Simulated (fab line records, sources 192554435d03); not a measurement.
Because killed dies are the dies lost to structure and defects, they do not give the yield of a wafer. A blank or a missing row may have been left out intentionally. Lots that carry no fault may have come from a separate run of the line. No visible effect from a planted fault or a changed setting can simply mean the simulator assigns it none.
Which tool did it? || flow n5Finfet || 6 lots with 18 wafers sampled at 4 steps, on a route of 1938 steps

WHAT EACH GAUGE READ, for each wafer
N5_BEOL_M9_CD_MEAS_28 targets a cd of 70 nm.
{"lot": "L528", "measured": "day 9 22:13", "on": "cdSem-01", "cdNm (nm)": "70.02 69.51 69.81"}
{"lot": "L533", "measured": "day 11 04:22", "on": "cdSem-02", "cdNm (nm)": "70.48 70.10 70.17"}
{"lot": "L536", "measured": "day 11 18:20", "on": "cdSem-03", "cdNm (nm)": "70.53 70.25 70.06"}
{"lot": "L539", "measured": "day 13 02:27", "on": "cdSem-03", "cdNm (nm)": "69.39 70.52 70.12"}
{"lot": "L546", "measured": "day 15 23:23", "on": "cdSem-03", "cdNm (nm)": "69.98 70.22 70.18"}
{"lot": "L548", "measured": "day 17 16:02", "on": "cdSem-02", "cdNm (nm)": "69.50 69.77 70.00"}

TOOL THAT RAN EACH LOT (tool first, then ch and the chambers of the sampled wafers, then the start)
{"lot": "L528", "N5_BEOL_M8_DEGAS_44": "pvdSputter-03, day 9 17:20", "N5_BEOL_M8_ALD_77": "aldMetal-01 ch 0,2,3, day 9 17:26", "N5_BEOL_M9_COAT_75": "lithoTrack-04 ch 0, day 9 21:57"}
{"lot": "L533", "N5_BEOL_M8_DEGAS_44": "pvdSputter-03, day 10 22:19", "N5_BEOL_M8_ALD_77": "aldMetal-02 ch 0,1,2, day 10 22:25", "N5_BEOL_M9_COAT_75": "lithoTrack-02 ch 0, day 11 04:07"}
{"lot": "L536", "N5_BEOL_M8_DEGAS_44": "pvdSputter-02, day 11 10:41", "N5_BEOL_M8_ALD_77": "aldMetal-04 ch 1,2, day 11 10:47", "N5_BEOL_M9_COAT_75": "lithoTrack-02 ch 0, day 11 18:05"}
{"lot": "L539", "N5_BEOL_M8_DEGAS_44": "pvdSputter-03, day 12 20:26", "N5_BEOL_M8_ALD_77": "aldMetal-04 ch 1,2,3, day 12 20:33", "N5_BEOL_M9_COAT_75": "lithoTrack-02 ch 0, day 13 02:01"}
{"lot": "L546", "N5_BEOL_M8_DEGAS_44": "pvdSputter-01, day 15 13:52", "N5_BEOL_M8_ALD_77": "aldMetal-04 ch 2,3, day 15 13:59", "N5_BEOL_M9_COAT_75": "lithoTrack-04 ch 0, day 15 23:00"}
{"lot": "L548", "N5_BEOL_M8_DEGAS_44": "pvdSputter-03, day 17 08:37", "N5_BEOL_M8_ALD_77": "aldMetal-01 ch 1,3, day 17 08:43", "N5_BEOL_M9_COAT_75": "lithoTrack-02 ch 0, day 17 15:37"}
- N5_BEOL_M8_DEGAS_44: time 60 s.
- N5_BEOL_M8_ALD_77: deposits TaN, target thk 2 nm, pulse time 2 s, purge time 3 s.
- N5_BEOL_M9_COAT_75: time 60 s, resist thk 5 nm.

THE ANSWER, worked out from the rows above alone
Rule: what is usual is taken from the lots themselves. Put in order of their means at a reading, lots are off if they are a third of the lots or fewer, leave a main group of 4 or more, and stand apart from it by a gap of 3 or more times the standard deviation of the main group's means; of several such gaps the widest counts. If all means in a main group match to the digits the tables above print for the reading, that group is not used. A lot without any number at a reading at which 4 lots or more have one is off too. Any other lot the step has rows for is counted as sound.
Across all readings shown, no lot is off: no conclusion can be drawn from this.

WHAT HAD BEEN PUT IN BY THE SIMULATOR
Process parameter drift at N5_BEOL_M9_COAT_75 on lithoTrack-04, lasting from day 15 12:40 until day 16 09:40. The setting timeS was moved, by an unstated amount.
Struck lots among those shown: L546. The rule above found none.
